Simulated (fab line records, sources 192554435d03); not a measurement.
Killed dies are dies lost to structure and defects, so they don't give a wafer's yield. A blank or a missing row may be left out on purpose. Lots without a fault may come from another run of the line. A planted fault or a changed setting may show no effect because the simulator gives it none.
fab line records | flow n5_finfet
record lots=5 wafers=15 last_day=19
route steps=1938 shown SD_EPI_P@302
lots that met no fault: from a run of the same line without faults
start_h: hours from the record's first day to the start of the lot's first wafer shown | wait_h: hours since the lot's step before | " the same as in the row above | L1.1+2: a row that stands for several wafers | - no value, or no start given | * or withheld: withheld | < > ~ a bound
route shown NAME@n: a module of which the file shows steps, and the number in the route of the first | usual: mean/standard deviation of fault-free wafers | same: alike in all rows | chamber/n: place in a boat | sites: the reading at each site | _std_site: their standard deviation | _edge_site: outer sites' mean less inner sites' | radius_mm: how far each site lies from the wafer's centre | mask NAME#n: copy n | behind: the tool/chamber that last shaped the wafer | hold: why the lot was held/for how many hours/how that ended | device: the transistor (n, p or np) that didn't switch | end of line: the same wafers' tests at the end of the route | a step without rows: its recipe alone | killed: dies lost to structure and defects at the first sort, not the wafer's yield | map: a wafer's dies, x killed, . not, _ none there
set.NAME: the setting as run; set.NAME@STEP: as run at that earlier step | model.NAME: the simulator's own value behind a step, which no gauge read
lots at some steps of the route; a table a step, a row a wafer
services: from which hour (start_h, from the record's first day; less than 0 if before it) a tool's chamber was out of use, for how many hours, and why
## steps
# step N5_SD_EPI_P_DEVELOP_08
# recipe develop_time_s=30 developer=TMAH resist=CAR-ArF-block dev_temp_c=23 rinse_liquid=diw dry=air_spin
# step N5_SD_EPI_P_CD_MEAS_09
# recipe target_cd_nm=240 landing_energy_ev=500 detector=se_inlens
# usual cd_nm=240.3/0.89
# columns lot.wafer tool chamber start_h wait_h cd_nm
L676.1 cd_sem-01 0 59.06 - 242.6
L676.4 " 0 " " 242.5
L676.5 " 0 " " 240.2
L680.4 cd_sem-01 0 85.03 - 240.2
L680.5 " 0 " " 239.9
L680.6 " 0 " " 240.6
L688.1 cd_sem-03 0 126.24 - 240.1
L688.5 " 0 " " 240.5
L688.6 " 0 " " 240.3
L692.1 cd_sem-03 0 150.28 - 239.2
L692.5 " 0 " " 239.1
L692.6 " 0 " " 239.7
L699.2 cd_sem-02 0 194.33 - 240.6
L699.3 " 0 " " 240.2
L699.4 " 0 " " 240.6
# step N5_SD_EPI_P_OVL_MEAS_10
# recipe points_per_wafer=44
# usual SD_P_BLK_OVL=0.3/0.62
# columns lot.wafer tool chamber start_h wait_h SD_P_BLK_OVL[nm]
L676.1 overlay-01 0 59.09 0.0 -0.5
L676.4 " 0 " " -0.5
L676.5 " 0 " " -0.1
L680.4 overlay-01 0 85.05 0.0 0.4
L680.5 " 0 " " 0.6
L680.6 " 0 " " 0.9
L688.1 overlay-02 0 126.27 0.0 0.7
L688.5 " 0 " " 0.4
L688.6 " 0 " " 0.7
L692.1 overlay-01 0 150.31 0.0 0.0
L692.5 " 0 " " -0.6
L692.6 " 0 " " -0.2
L699.2 overlay-01 0 194.36 0.0 -0.2
L699.3 " 0 " " 0.3
L699.4 " 0 " " 1.1
# step N5_SD_EPI_P_INSPECT_11
# recipe mode=adi inspect_instrument=macro
# usual raw_defect_count=2.2/1.5
# columns lot.wafer tool chamber start_h wait_h raw_defect_count
L676.1 defect_inspect-02 - 59.11 0.0 1
L676.4 " - " " 2
L676.5 " - " " 2
L680.4 defect_inspect-01 - 85.08 0.0 3
L680.5 " - " " 3
L680.6 " - " " 6
L688.1 defect_inspect-02 - 126.29 0.0 1
L688.5 " - " " 3
L688.6 " - " " 3
L692.1 defect_inspect-01 - 150.33 0.0 1
L692.5 " - " " 4
L692.6 " - " " 3
L699.2 defect_inspect-01 - 194.38 0.0 1
L699.3 " - " " 4
L699.4 " - " " 3
# step N5_SD_EPI_P_DESCUM_14
# recipe chemistry=O2 time_s=7.9 source_power_w=50 bias_power_w=20 pressure_mtorr=20 rf_frequency_hz=2.712e+07 temp_c=40 resist=CAR-ArF-block o2_flow_sccm=225
# usual drypump_motor_current_A=5.7/0.36 o2_flow_sccm=225.1/0.63 oes_product_au=0.76/0.059 rf_fwd_power_W=49.39/0.24 rf_vpp_V=243.0/1.3 showerhead_plenum_p_Torr=2.09/0.071 throttle_valve_pct=20.64/0.2
# columns lot.wafer tool chamber start_h wait_h drypump_motor_current_A o2_flow_sccm oes_product_au rf_fwd_power_W rf_hours_counter_h rf_vpp_V showerhead_plenum_p_Torr throttle_valve_pct
L676.1 rie_diel-03 2 59.15 0.0 5.3 224.8 0.79 48.92 107 245.0 2.11 20.71
L676.4 " 3 " " 5.5 224.9 0.78 49.52 158 243.0 2.11 20.91
L676.5 " 1 " " 5.9 225.6 0.72 49.44 - 241.5 1.97 20.75
L680.4 rie_diel-03 1 85.11 0.0 5.9 225.9 0.71 49.11 227 241.4 1.97 20.76
L680.5 " 3 " " 5.5 224.6 0.76 49.34 - 243.0 2.11 20.90
L680.6 " 2 " " 5.3 225.6 0.79 48.98 - 243.2 2.11 20.74
L688.1 rie_diel-03 0 126.41 0.1 5.4 223.4 0.76 49.35 163 242.8 2.11 20.58
L688.5 " 2 " " 5.4 226.1 0.78 48.96 - 243.2 2.10 20.74
L688.6 " 1 " " 5.9 225.5 0.70 49.43 - 240.2 1.97 20.78
L692.1 rie_diel-02 1 150.77 0.4 5.6 224.8 0.74 49.53 179 245.1 2.17 20.69
L692.5 " 0 " " 5.7 226.9 0.87 49.59 - 241.7 2.06 20.06
L692.6 " 1 " " 5.6 224.7 0.74 49.43 - 243.8 2.17 20.70
L699.2 rie_diel-01 0 194.41 0.0 5.7 225.2 0.71 49.50 190 241.9 2.10 20.79
L699.3 " 3 " " 6.5 224.6 0.73 49.61 186 242.4 1.98 20.44
L699.4 " 1 " " 6.0 225.1 0.74 49.37 185 242.4 2.08 20.69
# step N5_SD_EPI_P_ETCH_36
# recipe chemistry=CF4 target=SiARC target_depth_a=455 mask_material=CAR-ArF-block time_s=75.8 ion_energy_ev=80 pressure_mtorr=40 source_w=545 bias_w=36 Ar_flow_sccm=100 cf4_flow_sccm=100 ends=cleared
# step N5_SD_EPI_P_ETCH_37
# recipe chemistry=N2/H2 target=SOC overetch_a=1080 mask_material=SiARC temp_c=40 ion_energy_ev=100 source_w=3000 bias_w=133 pressure_mtorr=20 time_s=486 n2_flow_sccm=200 h2_flow_sccm=200 ends=end_point
# usual drypump_motor_current_A=5.7/0.37 oes_product_au=0.68/0.051 rf_fwd_power_W=2995/9.4 rf_vpp_V=240.6/1.3 showerhead_plenum_p_Torr=2.53/0.08 throttle_valve_pct=24.06/0.23
# columns lot.wafer tool chamber start_h wait_h drypump_motor_current_A oes_product_au rf_fwd_power_W rf_hours_counter_h rf_vpp_V showerhead_plenum_p_Torr throttle_valve_pct
L676.1 rie_diel-03 2 59.24 0.0 5.3 0.71 3000 107 240.3 2.54 23.83
L676.4 " 3 " " 5.4 0.70 3003 158 241.0 2.53 24.24
L676.5 " 1 " " 5.9 0.65 2994 - 238.6 2.40 24.25
L680.4 rie_diel-03 1 85.20 0.0 5.9 0.64 2990 227 239.0 2.40 24.25
L680.5 " 3 " " 5.5 0.68 3001 - 240.2 2.52 24.24
L680.6 " 2 " " 5.3 0.70 2998 - 241.7 2.54 23.84
L688.1 rie_diel-03 0 126.50 0.0 5.4 0.67 3006 163 240.1 2.55 24.19
L688.5 " 2 " " 5.3 0.68 2982 - 240.4 2.53 23.86
L688.6 " 1 " " 5.9 0.63 3003 - 237.4 2.39 24.28
L692.1 rie_diel-02 1 150.86 0.0 5.6 0.65 2980 179 241.7 2.64 24.19
L692.5 " 0 " " 5.8 0.78 3014 - 239.8 2.49 23.42
L692.6 " 1 " " 5.6 0.66 2977 - 242.6 2.64 24.18
L699.2 rie_diel-01 0 194.51 0.0 5.8 0.64 3001 191 240.2 2.54 24.17
L699.3 " 3 " " 6.4 0.65 2994 186 238.5 2.43 24.10
L699.4 " 1 " " 6.1 0.67 2998 185 241.0 2.53 24.25
# step N5_SD_EPI_P_STRIP_38
# recipe chemistry=N2/H2 temp_c=40 n2_flow_sccm=200 h2_flow_sccm=200 rf_frequency_hz=6e+07
# step N5_SD_EPI_P_ETCHBACK_46
# recipe chemistry=CH3F/O2 mode=anisotropic_etchback target=SiNx target_depth_a=175 stop_on=SiO2 over_etch_frac=0.3 ion_energy_ev=120 pressure_mtorr=30 source_w=395 bias_w=73 Ar_flow_sccm=150 CH3F_flow_sccm=30 O2_flow_sccm=20
# usual drypump_motor_current_A=5.7/0.36 oes_o_777_au=0.77/0.056 oes_product_au=0.65/0.048 rf_fwd_power_W=393.2/1.3 rf_vpp_V=298/3.7 showerhead_plenum_p_Torr=1.99/0.065 throttle_valve_pct=16.53/0.18
# columns lot.wafer tool chamber start_h wait_h drypump_motor_current_A oes_o_777_au oes_product_au rf_fwd_power_W rf_hours_counter_h rf_vpp_V showerhead_plenum_p_Torr throttle_valve_pct
L676.1 rie_diel-03 2 59.56 0.0 5.3 0.80 0.68 391.1 107 296 2.01 16.55
L676.4 " 3 " " 5.5 0.78 0.66 395.7 158 293 2.00 16.66
L676.5 " 1 " " 5.9 0.72 0.62 392.6 - 302 1.89 16.71
L680.4 rie_diel-03 1 85.53 0.0 5.9 0.72 0.61 393.7 227 303 1.88 16.73
L680.5 " 3 " " 5.5 0.77 0.65 393.6 - 294 2.00 16.69
L680.6 " 2 " " 5.3 0.79 0.67 390.6 - 297 2.00 16.56
L688.1 rie_diel-03 0 126.83 0.0 5.4 0.77 0.65 393.8 163 302 2.01 16.45
L688.5 " 2 " " 5.3 0.78 0.66 390.3 - 295 2.00 16.59
L688.6 " 1 " " 5.9 0.71 0.60 390.6 - 302 1.88 16.75
L692.1 rie_diel-02 1 151.18 0.0 5.6 0.71 0.62 394.9 179 302 2.07 16.55
L692.5 " 0 " " 5.8 0.86 0.74 392.8 - 300 1.96 15.98
L692.6 " 1 " " 5.6 0.71 0.62 394.7 - 301 2.07 16.55
L699.2 rie_diel-01 0 194.83 0.0 5.7 0.74 0.61 394.1 191 295 2.00 16.65
L699.3 " 3 " " 6.5 0.71 0.61 393.4 187 300 1.90 16.41
L699.4 " 1 " " 6.0 0.74 0.64 393.4 186 300 1.99 16.64
# step N5_SD_EPI_P_ETCH_47
# recipe chemistry=CH3F/O2 target=SiOCN target_depth_a=250 mask_material=SOC ion_energy_ev=60 bias_w=29 pressure_mtorr=30 source_w=410 Ar_flow_sccm=150 CH3F_flow_sccm=30 O2_flow_sccm=20
# usual drypump_motor_current_A=5.7/0.36 oes_o_777_au=0.77/0.055 oes_product_au=0.76/0.058 rf_fwd_power_W=408.4/1.4 rf_vpp_V=128.0/1.7 showerhead_plenum_p_Torr=1.99/0.065 throttle_valve_pct=16.51/0.18
# columns lot.wafer tool chamber start_h wait_h drypump_motor_current_A oes_o_777_au oes_product_au rf_fwd_power_W rf_hours_counter_h rf_vpp_V showerhead_plenum_p_Torr throttle_valve_pct
L676.1 rie_diel-03 2 59.66 0.1 5.3 0.80 0.79 407.8 107 126.6 2.00 16.53
L676.4 " 3 " " 5.5 0.78 0.77 410.0 158 125.8 2.00 16.66
L676.5 " 1 " " 5.9 0.72 0.72 410.3 - 129.6 1.89 16.68
L680.4 rie_diel-03 1 85.63 0.1 5.9 0.71 0.73 408.6 227 131.2 1.88 16.71
L680.5 " 3 " " 5.5 0.77 0.75 409.3 - 125.6 2.00 16.66
L680.6 " 2 " " 5.3 0.78 0.79 403.9 - 127.6 2.00 16.54
L688.1 rie_diel-03 0 126.93 0.1 5.4 0.77 0.75 407.9 163 128.6 2.01 16.43
L688.5 " 2 " " 5.3 0.78 0.78 404.5 - 126.1 2.00 16.56
L688.6 " 1 " " 5.9 0.71 0.71 409.4 - 130.3 1.88 16.73
L692.1 rie_diel-02 1 151.28 0.1 5.6 0.71 0.73 409.9 179 128.3 2.07 16.52
L692.5 " 0 " " 5.8 0.87 0.86 407.1 - 127.8 1.96 15.93
L692.6 " 1 " " 5.6 0.71 0.73 409.4 - 128.5 2.07 16.53
L699.2 rie_diel-01 0 194.93 0.1 5.8 0.73 0.71 407.4 191 127.6 2.00 16.60
L699.3 " 3 " " 6.4 0.73 0.73 411.5 187 128.3 1.90 16.38
L699.4 " 1 " " 6.1 0.74 0.73 407.5 186 127.6 1.99 16.61
# step N5_SD_EPI_P_ETCH_16
# recipe chemistry=CHF3/O2 target=SiO2 target_depth_a=50 mask_material=SOC pressure_mtorr=30 source_w=650 bias_w=170 Ar_flow_sccm=200 CHF3_flow_sccm=50 O2_flow_sccm=5 ion_energy_ev=200
# usual drypump_motor_current_A=5.7/0.36 oes_o_777_au=0.77/0.062 oes_product_au=0.77/0.058 rf_fwd_power_W=643.5/2.8 rf_vpp_V=525/6.6 showerhead_plenum_p_Torr=2.40/0.075 throttle_valve_pct=19.09/0.19
# columns lot.wafer tool chamber start_h wait_h drypump_motor_current_A oes_o_777_au oes_product_au rf_fwd_power_W rf_hours_counter_h rf_vpp_V showerhead_plenum_p_Torr throttle_valve_pct
L676.1 rie_diel-03 2 59.76 0.1 5.3 0.79 0.81 638.3 107 522 2.42 19.13
L676.4 " 3 " " 5.5 0.79 0.77 647.8 158 517 2.41 19.23
L676.5 " 1 " " 6.0 0.71 0.73 640.5 - 533 2.28 19.28
L680.4 rie_diel-03 1 85.73 0.1 5.9 0.70 0.73 643.6 227 533 2.28 19.30
L680.5 " 3 " " 5.5 0.78 0.75 641.5 - 514 2.41 19.23
L680.6 " 2 " " 5.4 0.79 0.80 636.5 - 522 2.41 19.14
L688.1 rie_diel-03 0 127.03 0.1 5.4 0.77 0.75 648.4 163 531 2.42 19.01
L688.5 " 2 " " 5.3 0.77 0.78 636.6 - 522 2.41 19.15
L688.6 " 1 " " 5.9 0.70 0.71 639.4 - 535 2.27 19.32
L692.1 rie_diel-02 1 151.38 0.1 5.6 0.72 0.74 643.2 179 530 2.50 19.11
L692.5 " 0 " " 5.8 0.87 0.87 643.6 - 526 2.36 18.50
L692.6 " 1 " " 5.6 0.72 0.73 644.5 - 530 2.50 19.10
L699.2 rie_diel-01 0 195.03 0.1 5.7 0.75 0.71 646.6 191 522 2.40 19.14
L699.3 " 3 " " 6.4 0.72 0.72 648.8 187 528 2.29 18.95
L699.4 " 1 " " 6.0 0.73 0.75 643.9 186 525 2.40 19.21
# step N5_SD_EPI_P_STRIP_50
# recipe chemistry=CHF3/O2 resist=SiARC rf_frequency_hz=6e+07
# step N5_SD_EPI_P_SD_RECESS_17
# recipe chemistry=HBr/Cl2/O2 target_depth_a=391 bt_time_s=3 pressure_mtorr=10 icp_w=800 bias_w=112 HBr_flow_sccm=150 Cl2_flow_sccm=80 O2_flow_sccm=12
# usual drypump_motor_current_A=5.8/0.45 oes_o_777_au=1.002/0.022 oes_product_au=0.999/0.015 rf_fwd_power_W=794.9/2.7 throttle_valve_pct=36.88/0.26
# columns lot.wafer tool chamber start_h wait_h drypump_motor_current_A oes_o_777_au oes_product_au rf_fwd_power_W rf_hours_counter_h throttle_valve_pct model.etch.depth_nm model.SD_EPI_P.feature_depth_nm
L676.1 rie_si-05 3 59.83 0.0 5.4 1.020 1.016 798.0 136 37.17 39.47 39.4
L676.4 " 0 " " 5.8 0.981 0.983 792.7 155 36.92 40.07 40
L676.5 " 0 " " 5.8 0.981 0.981 795.8 - 36.95 39.84 39.8
L680.4 rie_si-03 1 85.80 0.0 6.0 1.010 1.005 797.7 193 36.61 39.22 39.2
L680.5 " 1 " " 6.0 1.004 0.989 794.6 - 36.61 38.97 39
L680.6 " 2 " " 6.7 1.001 0.977 791.4 - 37.11 38.25 38.2
L688.1 rie_si-01 1 127.10 0.0 5.4 1.028 1.021 798.2 3 37.09 38.48 38.4
L688.5 " 0 " " 5.7 1.001 1.003 794.2 - 36.76 34.98 35
L688.6 " 3 " " 6.6 0.989 0.976 798.3 - 36.35 39.16 39.2
L692.1 rie_si-05 1 151.45 0.0 5.4 0.985 0.991 790.0 132 36.73 38.81 38.8
L692.5 " 2 " " 5.8 0.959 0.991 795.9 - 36.73 39.59 39.6
L692.6 " 3 " " 5.4 1.017 1.012 799.2 - 37.17 39.86 39.8
L699.2 rie_si-05 1 195.10 0.0 5.4 0.982 0.996 795.3 133 36.72 38.98 39
L699.3 " 0 " " 5.8 0.969 0.982 798.0 157 36.94 39.62 39.6
L699.4 " 3 " " 5.3 1.014 1.012 799.3 139 37.18 39.53 39.6
# step N5_SD_EPI_P_WET_ETCH_45
# recipe chemistry=dHF dilution=withheld time_s=10.7 target=SiO2 target_depth_a=20 temp_c=25 dry=ipa_marangoni rinse_time_s=30 rinse_temp_c=23
## services
# columns tool chamber start_h hours kind
rie_diel-03 3 40.81 3.0 repair
rie_diel-01 1 60.30 3.8 repair
rie_si-01 - 68.66 2.8 pm
rie_diel-03 2 73.79 3.4 repair
rie_diel-02 2 88.89 6.0 repair
rie_diel-03 0 96.09 2.1 repair
rie_diel-02 3 99.93 - clean
rie_diel-02 3 99.93 - consumable_replace:focus_ring
rie_diel-02 3 99.93 - consumable_replace:showerhead
rie_diel-02 3 99.93 17.9 scheduled_down
rie_diel-02 3 99.93 17.9 vent_cycle
rie_diel-03 1 123.37 2.8 repair
rie_diel-01 1 129.06 5.2 repair
rie_si-01 0 142.39 6.1 repair
rie_si-03 1 145.28 - clean
rie_si-03 3 147.09 4.6 repair
rie_diel-01 1 149.61 2.3 repair
rie_diel-01 2 150.61 2.8 repair
rie_diel-03 1 161.54 - clean
rie_diel-03 1 161.54 - consumable_replace:focus_ring
rie_diel-03 1 161.54 - consumable_replace:showerhead
rie_diel-03 1 161.54 15.7 scheduled_down
rie_diel-03 1 161.54 15.7 vent_cycle
rie_si-03 0 167.12 1.8 repair
## key
first_sign none at tools or gauges
model_effect step=N5_SD_EPI_P_SD_RECESS_17 value=etch.depth_nm without=39.03 struck=34.98
met_at N5_SD_EPI_P_SD_RECESS_17
struck_wafers L688.5
tester_left_out L688
fault kind=process_parameter_drift tool=rie_si-01 chamber=0 onset_h=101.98 steps=N5_SD_EPI_P_SD_RECESS_17 channel=target_depth_a offset=-40.612 shape=step end_h=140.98 acts_in=these_recipes_only stated=391
# tester_left_out: of these lots the tester's yield and bins aren't shown, on N5 and GAA mostly nor the transistor test; their killed dies are dies lost to structure and defects alone, not to doping, threshold or leakage, so they don't give the yield
